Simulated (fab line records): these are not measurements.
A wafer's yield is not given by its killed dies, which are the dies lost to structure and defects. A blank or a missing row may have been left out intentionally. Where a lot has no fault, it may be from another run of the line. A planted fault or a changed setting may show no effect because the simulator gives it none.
Matching of chambers ; flow nand-harc ; NHARC_P_M2_STRIP_18 on rie-diel-03: 4 sister chambers
The step strips in N2/H2. 30 wafers are shown with their chamber, then 12 later ones without.

== WAFERS WITH THEIR CHAMBER ==
wafer;chamber;drypump-motor-current-A (A);rf-vpp-V (V);throttle-valve-pct (%)
L075.3;2;5.3;90.6;14.183
L075.4;0;5.6;91.1;14.179
L075.5;3;5.8;89.8;14.175
L076.1;3;5.9;92.1;14.182
L076.3;1;5.7;90.0;14.174
L076.4;0;5.6;92.3;14.165
L077.1;3;5.9;90.8;14.178
L077.2;1;5.7;89.5;14.160
L077.5;1;5.7;90.4;14.156
L078.1;0;5.6;90.6;14.185
L078.2;2;5.3;91.0;14.165
L078.4;3;5.9;91.0;14.165
L080.2;3;5.9;91.8;14.176
L080.3;2;5.4;90.9;14.155
L080.5;2;5.3;91.0;14.173
L081.4;0;5.6;90.9;14.164
L081.5;0;5.6;89.8;14.165
L081.6;1;5.7;91.4;14.194
L082.3;2;5.3;90.9;14.157
L082.5;2;5.4;91.2;14.157
L082.6;3;5.9;90.3;14.167
L083.2;1;5.7;90.4;14.169
L083.3;2;5.3;91.0;14.163
L083.4;0;5.6;91.2;14.165
L084.2;1;5.7;91.1;14.169
L084.4;0;5.6;91.4;14.185
L084.6;2;5.3;89.9;14.179
L085.2;3;5.9;89.9;14.152
L085.4;0;5.6;90.7;14.196
L085.6;2;5.3;90.1;14.177

SIGNATURES (means of the wafers above)
reading;chamber 0;chamber 1;chamber 2;chamber 3;scatter within a chamber
drypump-motor-current-A;5.600;5.700;5.322;5.886;0.0305
rf-vpp-V;91.000;90.467;90.733;90.814;0.691
throttle-valve-pct;14.17550;14.17033;14.16767;14.17071;0.0116
Rule: for a wafer and a chamber, the distance is found by dividing, reading by reading, the gap between the wafer's reading and the chamber's mean by the reading's scatter, squaring, summing and taking the root. The wafer belongs to the nearest chamber; if the next one is less than 2 further off, it can't be placed. The scatter: the root of (the sum of the squares of (reading less its chamber's mean) over the shown wafers, divided by (wafers less chambers)).

== WAFERS MISSING THEIR CHAMBER ==
wafer;drypump-motor-current-A (A);rf-vpp-V (V);throttle-valve-pct (%)
L086.2;5.4;90.2;14.176
L086.3;5.9;91.1;14.179
L086.6;5.4;90.5;14.170
L089.2;5.6;91.6;14.185
L089.4;5.9;91.0;14.179
L089.5;5.9;90.7;14.176
L091.2;5.9;92.0;14.176
L091.3;5.6;90.3;14.194
L091.6;5.9;90.1;14.171
L097.2;5.4;91.5;14.159
L097.4;5.7;88.9;14.176
L097.6;5.5;91.5;14.159

== THE CHAMBER EACH PASSED THROUGH ==
wafer;from the rows above;in truth
L086.2;2;2
L086.3;3;3
L086.6;2;2
L089.2;0;0
L089.4;3;3
L089.5;3;3
L091.2;3;3
L091.3;can't be placed: 0 or 1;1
L091.6;3;3
L097.2;2;2
L097.4;1;1
L097.6;0;0
Correctly placed: 11 of 12. Can't be placed from these rows: 1 (the true chamber is among the candidates in 1). Number placed wrongly: 0.
